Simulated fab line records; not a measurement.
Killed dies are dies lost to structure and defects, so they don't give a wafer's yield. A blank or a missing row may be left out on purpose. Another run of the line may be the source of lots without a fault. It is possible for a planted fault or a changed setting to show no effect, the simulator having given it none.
Matching of chambers    flow nand harc    NHARC_A_M0_CMP_23 on cmp-03 has 4 sister chambers
The step polishes, t overpolish 20 s, target thk 113.75 nm. 8 wafers are shown with their chamber, then 11 later ones without.

== WAFERS WITH THEIR CHAMBER ==
wafer   chamber  motor current A (A)  time to endpoint s (s)
L085.6  1        11.0                 33.2
L094.1  3        11.6                 27.8
L094.2  1        10.5                 28.8
L094.3  2        12.4                 29.4
L094.4  0        14.6                 27.9
L094.5  3        11.7                 28.9
L094.6  2        12.8                 27.6
L095.1  0        15.0                 26.2

== WAFERS WITHOUT THEIR CHAMBER ==
wafer   motor current A (A)  time to endpoint s (s)
L095.2  10.8                 28.3
L095.3  12.5                 29.5
L093.1  11.1                 27.7
L093.3  12.5                 26.7
L093.4  12.0                 25.5
L096.2  14.7                 21.2
L096.5  11.7                 28.0
L096.6  12.4                 26.9
L097.1  12.3                 25.8
L097.3  14.9                 24.0
L097.5  12.4                 31.7

== WHICH CHAMBER EACH ONE RAN IN ==
wafer    from the rows above       in truth
L095.2   can't be placed: 1 or 3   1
L095.3   2                         2
L093.1   can't be placed: 3 or 1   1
L093.3   2                         2
L093.4   can't be placed: 3 or 2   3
L096.2   0                         0
L096.5   3                         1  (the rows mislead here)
L096.6   can't be placed: 2 or 3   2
L097.1   can't be placed: 2 or 3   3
L097.3   0                         0
L097.5   can't be placed: 2 or 3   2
Placed correctly: 4 of 11. These rows do not allow placing 6 (true chamber among the candidates in 6). Number placed wrongly: 1.
How it was worked out, from the rows above alone: a wafer's distance from a chamber is the root of the sum, over the readings, of the square of ((its reading less the chamber's mean) divided by the reading's scatter). If the next closest chamber is less than 2 further off than the closest, the wafer can't be placed; otherwise it belongs to the closest. For every chamber, the mean is computed from those of its wafers that are shown. The scatter: the root of (the sum of the squares of (reading less its chamber's mean) over the shown wafers, divided by (wafers less chambers)).
